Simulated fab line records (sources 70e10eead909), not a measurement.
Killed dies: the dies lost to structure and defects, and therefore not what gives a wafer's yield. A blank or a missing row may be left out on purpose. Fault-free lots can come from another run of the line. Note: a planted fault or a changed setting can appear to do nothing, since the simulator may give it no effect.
The same fault as seen by 2 desks	flow nandHarc	each desk has only its own numbers; what lay behind them comes last

## THE TOOL OWNER'S DESK: pvdSputter-03
Per lot that ran on this tool, the mean of the sampled wafers carrying a number, from the tool's own readings at NHARC_A_BONDPAD_PRE_CLEAN_26 (time 30 s). Marked OUT: a lot whose mean sits more than 4 standard deviations from the usual mean, which makes it out of limits; the brackets give that distance.
Columns: A = heaterPowerW at NHARC_A_BONDPAD_PRE_CLEAN_26, usual 412 W; B = susceptorTempC at NHARC_A_BONDPAD_PRE_CLEAN_26, usual 279.99 C
lot	first seen here	A	B
L980	day 18 05:44	402	279.96
L992	day 22 12:36	410	279.25 (-4.3) OUT
This desk's verdict: out of limits on L992, starting with L992 at day 22 12:36 (susceptorTempC at NHARC_A_BONDPAD_PRE_CLEAN_26). Within limits: L980.

## METROLOGY DESK
What the gauges read for every lot (on any tool): the sampled wafers with a number, averaged. Marked OUT: a lot whose mean sits more than 4 standard deviations from the usual mean, which makes it out of limits; the brackets give that distance.
Columns: A = overlayXNm at NHARC_A_BONDPAD_OVL_MEAS_35, usual 3 nm; B = overlayYNm at NHARC_A_BONDPAD_OVL_MEAS_35, usual 1 nm
lot	first seen here	A	B
L978	day 17 16:52	5	1
L981	day 18 01:28	-4	11
L980	day 18 04:31	-2	-8
L983	day 18 05:53	17	5
L979	day 18 11:15	10	-7
L982	day 18 18:25	6	-4
L984	day 19 19:38	-7	-3
L996	day 22 00:52	-3	-8
L995	day 22 01:23	5	-14
L992	day 22 11:26	2	-7
L997	day 22 12:11	15	8
L999	day 23 02:21	9	0
L100	day 23 14:16	-5	3
This desk's verdict: no lot among the 13 shows anything out of limits.

## ALL TOGETHER
At day 22 12:36, on L992, the tool owner's desk was in a position to raise an alarm.
Metrology desk: nothing out of limits seen.
The metrology desk has L992 on record, within its limits.
NHARC_A_BONDPAD_PRE_CLEAN_26 was run on pvdSputter-03 by each of the lots named.

## WHAT WAS PUT IN BY THE SIMULATOR
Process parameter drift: pvdSputter-03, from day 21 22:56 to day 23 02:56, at NHARC_A_BONDPAD_PRE_CLEAN_26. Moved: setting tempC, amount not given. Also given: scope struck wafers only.
Lots struck among those shown: L992.
Time in hours from fault onset to the first out-of-limits reading at each desk: the tool owner's desk, 14.
